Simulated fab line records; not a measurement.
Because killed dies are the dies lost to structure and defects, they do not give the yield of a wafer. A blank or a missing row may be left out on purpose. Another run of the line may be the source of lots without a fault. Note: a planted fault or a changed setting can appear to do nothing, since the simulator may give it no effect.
fab line records ; flow nand-harc
[record] lots = 12; wafers = 36; last-day = 32
route steps=1302 shown A_BLC@1126 A_M0@1144
lots with no fault: from the same line, run without faults
start-h: hours from the record's first day to the start of the lot's first wafer shown ; wait-h: hours from the lot's prior step to this one ; " repeats the value in the row above ; L1.1+2: several wafers, shown together as one row ; - no value present, or no start provided ; * or withheld: withheld ; < > ~ a bound
route shown NAME@n: names a module that has steps shown in the file, with the first one's number in the route ; usual: mean and standard deviation over wafers with no fault ; same: alike in all rows ; chamber/n: place in a boat ; sites: the reading at each site ; _std_site: their standard deviation ; _edge_site: outer sites' mean less inner sites' ; radius-mm: how far each site lies from the wafer's centre ; mask NAME#n: copy n ; behind: tool/chamber where the wafer was last shaped ; hold: why the lot was held/for how many hours/how that ended ; device: names the non-switching transistor (n, p or np) ; end of line: the tests these same wafers got at the end of their route ; a step with no rows: only its recipe ; killed: dies lost to structure and defects at the first sort, not the wafer's yield ; map: shows each die of a wafer: x if killed, . if not, _ if none is there
set.NAME: setting as actually run; set.NAME@STEP: the setting as run at that earlier step ; model.NAME: the simulator's own value behind a step, which no gauge read
steps of the route over a sample of lots; a table a step, a row a wafer
services: the hour from which a tool's chamber was out of use, counted from the record's first day as start-h (under 0 if before that day), plus the number of hours and why
[[steps]]
[step NHARC_A_BLC_STRIP_21]
[recipe] o2-flow-sccm = 500; ar-flow-sccm = 0; bias-w = 0; chemistry = O2
[usual] drypump-motor-current-A = 5.8/0.45; oes-product-au = 0.994/0.012; rf-vpp-V = 57.8/0.83; showerhead-plenum-p-Torr = 3.52/0.15; throttle-valve-pct = 17.037/0.0088
lot.wafer;tool;chamber;start-h;wait-h;drypump-motor-current-A;oes-product-au;rf-hours-counter-h;rf-vpp-V;showerhead-plenum-p-Torr;throttle-valve-pct
L269.1;rie-diel-11;2;522.85;0.1;6.0;1.012;5;58.4;3.61;17.037
L269.4;rie-diel-11;3;522.85;0.1;5.4;0.992;5;58.8;3.70;17.045
L269.2;rie-diel-11;0;522.85;0.1;5.4;0.991;5;57.3;3.31;17.030
L270.2;rie-diel-07;2;528.93;0.1;5.5;0.992;13;58.6;3.44;17.041
L270.1;rie-diel-07;1;528.93;0.1;5.3;1.013;11;59.3;3.74;17.039
L270.5;rie-diel-07;2;528.93;0.1;5.5;0.994;-;57.8;3.44;17.027
L271.2;rie-diel-11;2;529.95;0.1;6.0;1.013;5;58.6;3.61;17.055
L271.4;rie-diel-11;3;529.95;0.1;5.4;0.996;5;58.5;3.70;17.032
L271.1;rie-diel-11;0;529.95;0.1;5.4;1.001;5;56.7;3.31;17.036
L272.1;rie-diel-02;3;542.84;0.1;5.8;1.001;13;59.3;3.31;17.041
L272.4;rie-diel-02;1;542.84;0.1;6.1;1.020;12;58.2;3.71;17.021
L272.2;rie-diel-02;2;542.84;0.1;5.3;0.985;12;58.9;3.76;17.040
L273.4;rie-diel-11;3;553.01;0.1;5.5;0.993;7;58.5;3.70;17.051
L273.2;rie-diel-11;1;553.01;0.1;6.7;0.992;8;56.0;3.48;17.047
L273.5;rie-diel-11;3;553.01;0.1;5.5;0.991;-;58.0;3.70;17.026
L274.4;rie-diel-11;3;560.32;0.1;5.4;0.980;8;58.7;3.70;17.029
L274.1;rie-diel-11;0;560.32;0.1;5.4;0.998;9;57.1;3.31;17.037
L274.2;rie-diel-11;1;560.32;0.1;6.7;0.970;9;57.0;3.48;17.042
L275.2;rie-diel-11;3;577.14;0.1;5.5;0.986;8;59.4;3.70;17.030
L275.3;rie-diel-11;0;577.14;0.1;5.4;0.992;9;57.2;3.31;17.021
L275.5;rie-diel-11;0;577.14;0.1;5.4;0.987;-;57.2;3.31;17.023
L276.4;rie-diel-02;3;594.39;0.1;5.8;0.986;2;57.5;3.31;17.027
L276.6;rie-diel-02;3;594.39;0.1;5.8;0.991;-;57.2;3.31;17.024
L276.5;rie-diel-02;0;594.39;0.1;5.9;1.008;-;57.8;3.49;17.031
L284.2;rie-diel-02;0;651.35;0.1;5.9;1.004;6;56.3;3.48;17.037
L284.1;rie-diel-02;3;651.35;0.1;5.8;0.996;6;58.2;3.31;17.042
L284.4;rie-diel-02;0;651.35;0.1;5.9;1.000;-;58.1;3.48;17.040
L286.3;rie-diel-07;0;675.97;0.1;5.0;1.015;6;57.1;3.34;17.044
L286.2;rie-diel-07;1;675.97;0.1;5.3;0.999;6;57.8;3.71;17.060
L286.6;rie-diel-07;3;675.97;0.1;5.8;0.989;-;56.5;3.41;17.031
L289.1;rie-diel-02;1;705.61;0.1;6.2;1.011;8;57.4;3.71;17.034
L289.4;rie-diel-02;3;705.61;0.1;5.8;0.997;11;58.4;3.31;17.039
L289.3;rie-diel-02;0;705.61;0.1;5.9;0.999;11;57.4;3.48;17.036
L291.4;rie-diel-11;3;724.05;0.1;5.4;0.992;8;59.9;3.69;17.041
L291.2;rie-diel-11;1;724.05;0.1;6.7;0.972;8;57.3;3.48;17.023
L291.6;rie-diel-11;2;724.05;0.1;6.0;1.001;-;58.2;3.61;17.048
[step NHARC_A_BLC_CMP_25]
[recipe] t-overpolish-s = 30; target-thk-nm = 150
[usual] motor-current-A = 12.0/1.3; overpolish-run-s = 30.000/0.0099; pad-life-wafers = 185/90; time-to-endpoint-s = 29/3.1
lot.wafer;tool;chamber;start-h;wait-h;motor-current-A;overpolish-run-s;pad-life-wafers;time-to-endpoint-s
L269.4;cmp-01;3;524.28;0.3;12.8;29.982;162;30
L269.1;cmp-01;0;524.28;0.3;13.6;30.004;163;29
L269.2;cmp-01;2;524.28;0.3;10.6;29.997;165;30
L270.1;cmp-04;2;530.36;0.4;14.4;29.992;97;28
L270.2;cmp-04;3;530.36;0.4;11.5;30.007;98;25
L270.5;cmp-04;1;530.36;0.4;11.2;29.996;-;28
L271.4;cmp-01;0;531.36;0.3;14.2;29.997;198;30
L271.2;cmp-01;1;531.36;0.3;11.7;30.001;199;29
L271.1;cmp-01;2;531.36;0.3;10.5;29.986;200;28
L272.1;cmp-01;2;544.24;0.5;10.2;30.011;258;30
L272.4;cmp-01;3;544.24;0.5;12.1;30.008;259;30
L272.2;cmp-01;1;544.24;0.5;12.0;30.006;261;28
L273.2;cmp-02;2;554.78;0.4;11.5;30.000;127;31
L273.4;cmp-02;0;554.78;0.4;12.4;29.994;129;34
L273.5;cmp-02;2;554.78;0.4;11.6;30.008;-;32
L274.4;cmp-02;0;561.74;0.3;12.2;29.991;168;28
L274.2;cmp-02;1;561.74;0.3;12.7;30.007;169;34
L274.1;cmp-02;3;561.74;0.3;12.2;30.013;171;35
L275.3;cmp-02;3;578.59;0.3;12.0;29.989;223;34
L275.2;cmp-02;0;578.59;0.3;12.7;29.990;224;30
L275.5;cmp-02;2;578.59;0.3;11.6;30.008;-;30
L276.4;cmp-04;1;595.81;0.3;11.2;30.010;361;28
L276.6;cmp-04;0;595.81;0.3;10.8;30.015;-;30
L276.5;cmp-04;1;595.81;0.3;11.1;29.996;-;27
L284.4;cmp-04;2;652.79;0.3;14.2;30.006;199;27
L284.2;cmp-04;3;652.79;0.3;11.4;30.000;200;27
L284.1;cmp-04;0;652.79;0.3;11.0;30.000;201;32
L286.3;cmp-02;2;677.35;0.2;10.9;30.027;228;29
L286.2;cmp-02;3;677.35;0.2;12.3;29.996;229;29
L286.6;cmp-02;3;677.35;0.2;11.3;29.995;-;34
L289.4;cmp-01;2;707.04;0.2;10.5;29.991;120;29
L289.3;cmp-01;3;707.04;0.2;11.8;29.981;121;32
L289.1;cmp-01;1;707.04;0.2;11.2;29.992;123;28
L291.4;cmp-04;1;725.49;0.3;11.6;29.993;98;26
L291.2;cmp-04;2;725.49;0.3;14.0;30.001;99;25
L291.6;cmp-04;3;725.49;0.3;11.5;29.985;-;24
[step NHARC_A_M0_EXPOSE_06]
[recipe] na = 1.35; target-cd-nm = 80; dose-mj = 83.25; mask-id = A_M0
[usual] exposure-dose-mJ-cm2 = 83.20/0.082; reticle-temp-C = 22.99/0.095
lot.wafer;tool;chamber;start-h;wait-h;mask;exposure-dose-mJ-cm2;reticle-temp-C
L269.1;arfi-scanner-03;0;525.44;-;A_M0#0;83.23;22.98
L269.2;arfi-scanner-03;0;525.44;-;A_M0#0;83.20;23.03
L269.4;arfi-scanner-03;0;525.44;-;A_M0#0;83.20;22.98
L270.1;arfi-scanner-01;0;531.49;-;A_M0#0;83.11;22.96
L270.2;arfi-scanner-01;0;531.49;-;A_M0#0;82.90;22.95
L270.5;arfi-scanner-01;0;531.49;-;A_M0#0;83.04;22.79
L271.1;arfi-scanner-02;0;532.53;-;A_M0#0;83.23;23.00
L271.2;arfi-scanner-02;0;532.53;-;A_M0#0;83.18;23.00
L271.4;arfi-scanner-02;0;532.53;-;A_M0#0;83.32;23.00
L272.1;arfi-scanner-01;0;545.40;-;A_M0#0;83.18;23.16
L272.2;arfi-scanner-01;0;545.40;-;A_M0#0;83.26;22.80
L272.4;arfi-scanner-01;0;545.40;-;A_M0#0;83.24;22.91
L273.2;arfi-scanner-02;0;555.92;-;A_M0#0;83.22;22.90
L273.4;arfi-scanner-02;0;555.92;-;A_M0#0;83.21;23.10
L273.5;arfi-scanner-02;0;555.92;-;A_M0#0;83.17;23.09
L274.1;arfi-scanner-02;0;562.78;-;A_M0#0;67.64;23.10
L274.2;arfi-scanner-02;0;562.78;-;A_M0#0;67.65;23.06
L274.4;arfi-scanner-02;0;562.78;-;A_M0#0;67.60;23.07
L275.2;arfi-scanner-02;0;579.60;-;A_M0#0;70.81;23.11
L275.3;arfi-scanner-02;0;579.60;-;A_M0#0;70.78;22.91
L275.5;arfi-scanner-02;0;579.60;-;A_M0#0;70.68;23.09
L276.4;arfi-scanner-01;0;596.96;-;A_M0#0;83.19;22.96
L276.5;arfi-scanner-01;0;596.96;-;A_M0#0;83.47;22.97
L276.6;arfi-scanner-01;0;596.96;-;A_M0#0;83.22;22.82
L284.1;arfi-scanner-03;0;653.96;-;A_M0#0;83.16;23.20
L284.2;arfi-scanner-03;0;653.96;-;A_M0#0;83.24;23.10
L284.4;arfi-scanner-03;0;653.96;-;A_M0#0;83.15;23.19
L286.2;arfi-scanner-03;0;678.39;-;A_M0#0;83.11;22.79
L286.3;arfi-scanner-03;0;678.39;-;A_M0#0;83.15;22.99
L286.6;arfi-scanner-03;0;678.39;-;A_M0#0;83.21;22.95
L289.1;arfi-scanner-01;0;708.21;-;A_M0#0;83.14;22.94
L289.3;arfi-scanner-01;0;708.21;-;A_M0#0;83.16;22.95
L289.4;arfi-scanner-01;0;708.21;-;A_M0#0;83.10;22.85
L291.2;arfi-scanner-01;0;726.60;-;A_M0#0;83.22;23.01
L291.4;arfi-scanner-01;0;726.60;-;A_M0#0;83.27;22.92
L291.6;arfi-scanner-01;0;726.60;-;A_M0#0;83.31;22.86
[step NHARC_A_M0_CD_MEAS_09]
[recipe] target-cd-nm = 80; landing-energy-ev = 500
[usual] cd-nm = 80.5/0.65
lot.wafer;tool;chamber;start-h;wait-h;cd-nm
L269.1;cd-sem-01;0;525.58;-;82.0
L269.2;cd-sem-01;0;525.58;-;80.6
L269.4;cd-sem-01;0;525.58;-;80.9
L270.1;cd-sem-03;0;531.63;-;80.2
L270.2;cd-sem-03;0;531.63;-;79.9
L270.5;cd-sem-03;0;531.63;-;80.6
L271.1;cd-sem-03;0;532.67;-;80.3
L271.2;cd-sem-03;0;532.67;-;80.4
L271.4;cd-sem-03;0;532.67;-;80.8
L272.1;cd-sem-01;0;545.54;-;80.9
L272.2;cd-sem-01;0;545.54;-;79.4
L272.4;cd-sem-01;0;545.54;-;81.1
L273.2;cd-sem-01;0;556.06;-;80.0
L273.4;cd-sem-01;0;556.06;-;79.5
L273.5;cd-sem-01;0;556.06;-;79.7
L274.1;cd-sem-02;0;562.92;-;66.3
L274.2;cd-sem-02;0;562.92;-;66.9
L274.4;cd-sem-02;0;562.92;-;66.7
L275.2;cd-sem-03;0;579.74;-;70.2
L275.3;cd-sem-03;0;579.74;-;69.7
L275.5;cd-sem-03;0;579.74;-;70.5
L276.4;cd-sem-03;0;597.09;-;79.5
L276.5;cd-sem-03;0;597.09;-;81.0
L276.6;cd-sem-03;0;597.09;-;80.6
L284.1;cd-sem-03;0;654.10;-;80.9
L284.2;cd-sem-03;0;654.10;-;80.2
L284.4;cd-sem-03;0;654.10;-;80.5
L286.2;cd-sem-02;0;678.52;-;80.8
L286.3;cd-sem-02;0;678.52;-;80.7
L286.6;cd-sem-02;0;678.52;-;80.7
L289.1;cd-sem-01;0;708.36;-;81.1
L289.3;cd-sem-01;0;708.36;-;81.3
L289.4;cd-sem-01;0;708.36;-;79.5
L291.2;cd-sem-03;0;726.74;-;81.1
L291.4;cd-sem-03;0;726.74;-;79.4
L291.6;cd-sem-03;0;726.74;-;79.7
[step NHARC_A_M0_ETCH_15]
[recipe] target-depth-a = 1500; overetch-a = 150; time-s = 82.5; c4f8-flow-sccm = withheld; ar-flow-sccm = 400; rf-w = 600; bias-w = 300; chemistry = C4F8/Ar
[usual] oes-product-au = 0.946/0.022; rf-fwd-power-W = 595.1/2.1; rf-vpp-V = 441.6/2.5
lot.wafer;tool;chamber;start-h;wait-h;oes-product-au;rf-fwd-power-W;rf-hours-counter-h;rf-vpp-V
L269.2;rie-diel-10;0;-;-;0.939;596.3;7.2;438.8
L269.1;rie-diel-10;1;-;-;0.934;595.7;7.0;437.1
L269.4;rie-diel-10;2;-;-;0.930;594.1;7.1;445.0
L270.2;rie-diel-09;0;-;-;0.958;596.9;0.9;438.9
L270.1;rie-diel-09;2;-;-;0.984;594.3;0.9;445.1
L270.5;rie-diel-09;3;-;-;0.968;593.5;-;442.8
L271.1;rie-diel-09;2;-;-;0.971;593.7;0.9;444.0
L271.2;rie-diel-09;3;-;-;0.965;593.1;1.0;442.4
L271.4;rie-diel-09;0;-;-;0.968;597.1;-;437.9
L272.2;rie-diel-09;3;545.98;0.1;0.950;593.5;1.7;443.5
L272.1;rie-diel-09;0;545.98;0.1;0.944;594.7;1.6;438.4
L272.4;rie-diel-09;0;545.98;0.1;0.945;598.0;-;438.3
L273.2;rie-diel-09;3;-;-;0.935;592.9;2.8;443.4
L273.5;rie-diel-09;0;-;-;0.933;596.5;-;439.0
L273.4;rie-diel-09;1;-;-;0.938;596.7;-;440.1
L274.4;rie-diel-08;2;-;-;0.986;594.9;0.8;442.8
L274.1;rie-diel-08;3;-;-;0.984;590.3;1.2;441.4
L274.2;rie-diel-08;1;-;-;0.959;597.3;0.9;442.9
L275.2;rie-diel-09;0;-;-;0.921;596.3;4.0;438.4
L275.3;rie-diel-09;3;-;-;0.919;594.1;3.7;442.5
L275.5;rie-diel-09;1;-;-;0.915;592.4;-;440.0
L276.4;rie-diel-08;0;-;-;0.978;595.7;2.8;438.1
L276.5;rie-diel-08;1;-;-;0.975;594.4;-;440.2
L276.6;rie-diel-08;2;-;-;0.987;593.5;-;442.8
L284.1;rie-diel-08;0;-;-;0.915;595.1;6.1;439.7
L284.2;rie-diel-08;1;-;-;0.910;598.6;6.0;441.2
L284.4;rie-diel-08;1;-;-;0.915;597.0;-;441.3
L286.2;rie-diel-08;3;-;-;0.942;595.3;9.2;442.8
L286.3;rie-diel-08;1;-;-;0.945;596.2;8.8;440.6
L286.6;rie-diel-08;3;-;-;0.943;591.0;-;442.2
L289.1;rie-diel-09;2;-;-;0.938;594.0;1.6;444.6
L289.4;rie-diel-09;3;-;-;0.923;592.7;1.4;442.7
L289.3;rie-diel-09;1;-;-;0.931;593.9;1.6;439.0
L291.4;rie-diel-10;2;-;-;0.925;593.0;7.2;444.5
L291.2;rie-diel-10;3;-;-;0.930;598.2;7.3;444.4
L291.6;rie-diel-10;3;-;-;0.933;599.1;-;444.0
[[services]]
tool;chamber;start-h;hours;kind
cmp-01;-;502.03;0.8;repair
cmp-04;-;503.00;4.0;pm
rie-diel-08;3;516.00;6.1;repair
rie-diel-08;0;522.54;6.7;repair
cmp-01;-;524.94;0.5;repair
rie-diel-09;-;525.22;0.2;repair
cmp-02;-;526.50;4.0;pm
rie-diel-09;-;529.65;0.7;repair
rie-diel-08;-;544.88;9.0;pm
rie-diel-09;2;545.26;13.2;repair
arfi-scanner-02;-;556.26;3.1;repair
rie-diel-02;0;568.53;3.7;repair
rie-diel-02;-;570.70;9.0;pm
arfi-scanner-01;-;572.67;1.0;repair
cmp-01;-;578.39;4.0;pm
arfi-scanner-01;-;578.75;0.5;repair
arfi-scanner-01;-;598.97;4.0;pm
rie-diel-11;-;609.50;9.0;pm
rie-diel-11;0;629.64;7.3;repair
rie-diel-11;3;634.94;4.3;repair
arfi-scanner-01;-;642.19;0.7;repair
rie-diel-11;2;672.49;4.3;repair
rie-diel-09;-;674.10;9.0;pm
rie-diel-09;1;717.98;3.8;repair
[[key]]
[first-sign] step = NHARC_A_M0_EXPOSE_06; reading = exposure-dose-mJ-cm2; direction = down; sigmas = 99+; usual = 83.20; struck = 69.20
[effect] step = NHARC_A_M0_CD_MEAS_09; reading = cd-nm; direction = down; sigmas = 19; usual = 80.5; struck = 68.4; through = control-loop
met-at NHARC_A_M0_EXPOSE_06
struck-lots L274,L275
sort-left-out L274.1,L274.2,L274.4,L275.2,L275.3,L275.5
[loop-trim] step = NHARC_A_M0_EXPOSE_06; setting = dose; lots = L275
not-acting-at NHARC_A_BLC_STRIP_21,NHARC_A_BLC_CMP_25,NHARC_A_M0_ETCH_15
onset-between 555.92 562.78
[fault] kind = process-parameter-drift; tool = arfi-scanner-02; chamber = -; onset-h = 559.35; steps = NHARC_A_M0_EXPOSE_06; channel = dose-mj; offset = -15.611; shape = step; acts-in = these-recipes-only; stated = 83.25
// sort-left-out: the simulated sort isn't trusted on such a fault, so these wafers' sort isn't shown, and their yield isn't known
// loop-trim: a control loop set the setting to another value than it would have without faults
